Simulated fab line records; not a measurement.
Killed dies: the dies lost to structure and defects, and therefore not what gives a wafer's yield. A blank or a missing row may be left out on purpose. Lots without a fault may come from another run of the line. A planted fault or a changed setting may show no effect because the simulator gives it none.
Which tool is to blame? ; flow n5_finfet ; 10 lots, 30 wafers sampled, at 6 steps of a route of 1938

== WHAT EACH GAUGE READ, for each wafer ==
N5_ZERO_LAYER_INSPECT_20: inspects for defects (darkfield).
lot;measured;on;raw_defect_count
L726;day 1 19:15;defect_inspect-01;22 63 24
L727;day 2 01:18;defect_inspect-02;49 60 33
L730;day 2 19:35;defect_inspect-01;89 39 33
L734;day 3 19:23;defect_inspect-02;78 68 41
L736;day 4 07:15;defect_inspect-01;13 18 6
L737;day 4 13:15;defect_inspect-01;31 21 48
L741;day 5 13:21;defect_inspect-01;29 27 28
L745;day 6 13:23;defect_inspect-02;32 26 18
L747;day 7 01:25;defect_inspect-01;15 36 17
L748;day 7 07:24;defect_inspect-01;12 22 16

N5_WELL_APT_OVL_MEAS_09.
lot;measured;on;NWELL_OVL (nm)
L726;day 1 19:43;overlay-01;7 13 14
L727;day 2 01:38;overlay-02;6 7 6
L730;day 2 20:02;overlay-02;2 2 8
L734;day 3 19:51;overlay-02;-2 4 2
L736;day 4 07:35;overlay-01;38 36 31
L737;day 4 13:35;overlay-01;29 33 31
L741;day 5 13:49;overlay-02;8 8 6
L745;day 6 13:50;overlay-02;6 10 10
L747;day 7 01:45;overlay-02;6 5 9
L748;day 7 07:44;overlay-01;6 -2 -2

N5_PMOS_HMC_CHANNEL_EPI_INSPECT_11: inspects for defects (macro).
lot;measured;on;raw_defect_count
L726;day 1 23:22;defect_inspect-01;3 1 0
L727;day 2 05:05;defect_inspect-01;2 3 3
L730;day 2 23:22;defect_inspect-01;4 0 4
L734;day 3 23:30;defect_inspect-01;5 0 3
L736;day 4 12:02;defect_inspect-01;1 1 1
L737;day 4 17:30;defect_inspect-01;0 5 2
L741;day 5 17:07;defect_inspect-01;3 0 1
L745;day 6 17:35;defect_inspect-02;4 3 1
L747;day 7 05:19;defect_inspect-01;2 1 2
L748;day 7 11:32;defect_inspect-02;1 4 1

N5_BEOL_M4_RC_MEAS_101.
lot;measured;on;DIBL_N (mV/V);DIBL_P (mV/V);IOFF_N (nA/um);IOFF_P (nA/um);ION_N (uA/um);ION_P (uA/um);SS_N (mV/dec);SS_P (mV/dec);VT_N (mV);VT_P (mV)
L726;day 10 11:23;prober-01;33.7 33.8 35.0;33.5 33.5 35.4;0.13 0.12 0.15;0.19 0.19 0.22;671 659 664;471 464 463;71.2 71.0 71.5;72.6 73.0 72.8;252 254 250;-249 -249 -251
L727;day 9 17:16;prober-01;37.6 35.8 35.0;38.7 35.3 35.0;0.17 0.13 0.12;0.21 0.16 0.16;675 672 666;462 452 455;72.0 71.6 70.9;73.9 72.1 72.7;248 252 252;-250 -256 -255
L730;day 10 16:30;prober-02;36.3 35.1 37.4;35.5 33.6 36.4;0.15 0.13 0.18;0.19 0.17 0.21;674 667 694;463 462 471;70.6 70.5 71.2;73.7 73.0 72.5;251 250 246;-251 -252 -254
L734;day 11 17:00;prober-02;35.4 37.9 36.7;35.7 38.7 37.3;0.15 0.21 0.18;0.18 0.23 0.20;665 697 674;457 468 454;71.2 71.7 71.2;72.8 74.1 73.0;251 246 249;-254 -250 -251
L736;day 12 23:00;prober-02;33.7 38.6 35.6;32.9 38.7 35.8;0.13 0.22 0.17;0.20 0.29 0.26;674 694 696;469 472 479;71.2 72.7 71.5;71.8 74.4 73.3;250 243 249;-247 -245 -244
L737;day 12 15:33;prober-01;37.1 36.7 35.6;37.6 35.7 34.2;0.17 0.15 0.13;0.23 0.19 0.18;692 681 670;464 456 453;72.2 71.4 71.1;73.9 72.4 72.9;248 250 251;-250 -252 -253
L741;day 13 21:56;prober-02;36.4 34.7 35.0;36.7 33.9 33.9;0.16 0.13 0.14;0.23 0.19 0.20;685 669 676;475 460 463;71.0 70.9 71.5;73.9 72.7 72.5;249 251 251;-249 -249 -248
L745;day 14 09:46;prober-01;34.4 35.5 38.4;34.3 36.6 40.4;0.15 0.17 0.24;0.21 0.25 0.32;678 699 690;465 479 468;71.0 72.3 72.9;72.0 73.0 74.0;246 247 243;-247 -246 -243
L747;day 15 18:29;prober-02;35.4 34.7 40.7;36.1 35.6 41.8;0.13 0.13 0.24;0.16 0.16 0.26;665 662 697;456 456 463;71.8 71.1 73.0;72.6 73.2 74.2;254 252 245;-253 -256 -247
L748;day 16 21:25;prober-01;35.7 37.1 35.8;34.9 36.6 35.0;0.15 0.17 0.15;0.21 0.23 0.21;665 670 680;459 462 463;71.9 72.6 72.4;72.9 73.0 72.9;250 248 253;-250 -248 -251

== EACH LOT AND THE TOOL THAT RAN IT (in order: tool; ch and the chambers of the sampled wafers; start) ==
lot;N5_ZERO_LAYER_ETCH_18;N5_WELL_APT_EXPOSE_05
L726;rie_si-02 ch 0,3, day 1 18:47;krf_scanner-02 ch 0, day 1 19:31
L727;rie_si-01 ch 0,2,3, day 2 00:50;krf_scanner-02 ch 0, day 2 01:27
L730;rie_si-02 ch 0,1,3, day 2 19:01;krf_scanner-02 ch 0, day 2 19:51
L734;rie_si-02 ch 0,3, day 3 18:55;krf_scanner-01 ch 0, day 3 19:39
L736;rie_si-06 ch 0,2,3, day 4 06:47;krf_scanner-02 ch 0, day 4 07:23
L737;rie_si-06 ch 0,2,3, day 4 12:47;krf_scanner-02 ch 0, day 4 13:23
L741;rie_si-02 ch 1,2, day 5 12:53;krf_scanner-01 ch 0, day 5 13:37
L745;rie_si-06 ch 1,2,3, day 6 12:55;krf_scanner-01 ch 0, day 6 13:39
L747;rie_si-02 ch 0,1,2, day 7 00:56;krf_scanner-01 ch 0, day 7 01:33
L748;rie_si-01 ch 2,3, day 7 06:55;krf_scanner-01 ch 0, day 7 07:32
- N5_ZERO_LAYER_ETCH_18: etches Si in HBr/Cl2, target depth 120 nm, time 40 s.
- N5_WELL_APT_EXPOSE_05: exposes mask NWELL, defocus 0 nm, target cd 200 nm.

== WHAT THE TOOLS THEMSELVES READ (means of the sampled wafers that have a number; where no wafer has one, the mark that the record gives instead) ==
N5_ZERO_LAYER_ETCH_18.
lot;tool;HBr_flow_sccm (sccm);drypump_motor_current_A (A);oes_product_au (a.u.);throttle_valve_pct (%)
L726;rie_si-02;150.4;5.6;1.008;36.2
L727;rie_si-01;150.0;5.5;0.989;36.2
L730;rie_si-02;149.6;5.6;0.995;36.2
L734;rie_si-02;149.9;5.6;1.009;36.4
L736;rie_si-06;150.1;5.9;1.003;36.2
L737;rie_si-06;149.7;5.9;1.000;36.2
L741;rie_si-02;150.1;5.5;0.984;36.2
L745;rie_si-06;150.2;5.7;0.998;36.3
L747;rie_si-02;150.4;5.6;0.992;36.2
L748;rie_si-01;149.8;5.0;0.998;36.3

== THE ANSWER, worked out from the rows above alone ==
Rule: the lots themselves supply what counts as usual. The widest of any qualifying gaps counts: lots, ordered by their means at a reading, are off when they make up no more than a third of the lots, leave a main group of 4 or more, and stand apart from it by 3 or more times the standard deviation of that group's means. If all means in a main group match to the digits the tables above print for the reading, that group is not used. Also off: a lot with no number at a reading for which 4 or more lots have one. Any other lot the step has rows for is counted as sound. After the gauges, taken in route order, come the tools' own readings; for these a lot's mean is taken, as printed above. The first step at which some lot is off is used, and at that step the reading that is off furthest; a lot without a number counts as furthest.
Off: at N5_WELL_APT_OVL_MEAS_09 (NWELL_OVL), L736, L737. For the main group the mean is 6 nm and the standard deviation 3.4.
If a tool, at a process step before that reading, ran all the lots that are off and no sound lot after the first of them, it fits. The gauges at N5_WELL_APT_OVL_MEAS_09 are tried like those tools. One candidate fits, namely krf_scanner-02 at N5_WELL_APT_EXPOSE_05. A fault onset in the window from L730 (day 2 19:51, its last sound lot) to L736 (day 4 07:23, its first lot off) fits.

== WHAT THE SIMULATOR HAD INSERTED ==
Scanner matching overlay: krf_scanner-02, from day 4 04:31 on, at N5_WELL_APT_EXPOSE_05. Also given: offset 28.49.
Shown lots that were struck: L736, L737. This agrees with what the rule above found.
